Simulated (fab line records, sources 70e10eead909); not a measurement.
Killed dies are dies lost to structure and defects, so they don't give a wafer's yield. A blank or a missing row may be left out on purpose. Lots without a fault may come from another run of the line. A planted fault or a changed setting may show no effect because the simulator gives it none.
Which tool did it? | flow nand_harc | 7 lots, 21 wafers sampled, at 2 steps of a route of 1302

WHAT THE GAUGES READ, wafer by wafer
NHARC_THIN_TSV_THK_MEAS_02: measures by ir.
lot  | measured     | on            | thk_nm (nm)
L316 | day 24 01:57 | film_metro-02 | 2716 3048 2832
L320 | day 25 03:53 | film_metro-02 | 3053 3078 2956
L323 | day 26 04:29 | film_metro-02 | 3084 2722 2999
L325 | day 28 03:11 | film_metro-01 | 3343 3296 3178
L330 | day 29 17:01 | film_metro-01 | 2612 2580 2987
L337 | day 32 01:28 | film_metro-01 | 3433 2804 2761
L339 | day 33 03:10 | film_metro-02 | 2530 3002 2659

WHICH TOOL RAN EACH LOT (tool, then ch and the chambers of the sampled wafers, then the start)
lot  | NHARC_P_CONTACT_CVD_23
L316 | cvd_w-02 ch 0,1, day 6 13:08
L320 | cvd_w-02 ch 0,1, day 7 22:00
L323 | cvd_w-02 ch 0,1, day 8 19:07
L325 | cvd_w-02 ch 1, day 9 18:31
L330 | cvd_w-02 ch 0,1, day 12 02:57
L337 | cvd_w-01 ch 1, day 14 18:23
L339 | cvd_w-01 ch 0,1, day 15 13:55
- NHARC_P_CONTACT_CVD_23: deposits W, target thk 200 nm, time 557 s.

THE ANSWER, worked out from the rows above alone
Rule: what is usual is taken from the lots themselves. Put in order of their means at a reading, lots are off if they are a third of the lots or fewer, leave a main group of 4 or more, and stand apart from it by a gap of 3 or more times the standard deviation of the main group's means; of several such gaps the widest counts. A main group whose means are all the same, to the digits that the tables above print for the reading, isn't used. A lot without any number at a reading at which 4 lots or more have one is off too. The other lots that the step has rows for count as sound.
No lot is off at any reading shown: from this, nothing can be told.

WHAT THE SIMULATOR HAD PUT IN
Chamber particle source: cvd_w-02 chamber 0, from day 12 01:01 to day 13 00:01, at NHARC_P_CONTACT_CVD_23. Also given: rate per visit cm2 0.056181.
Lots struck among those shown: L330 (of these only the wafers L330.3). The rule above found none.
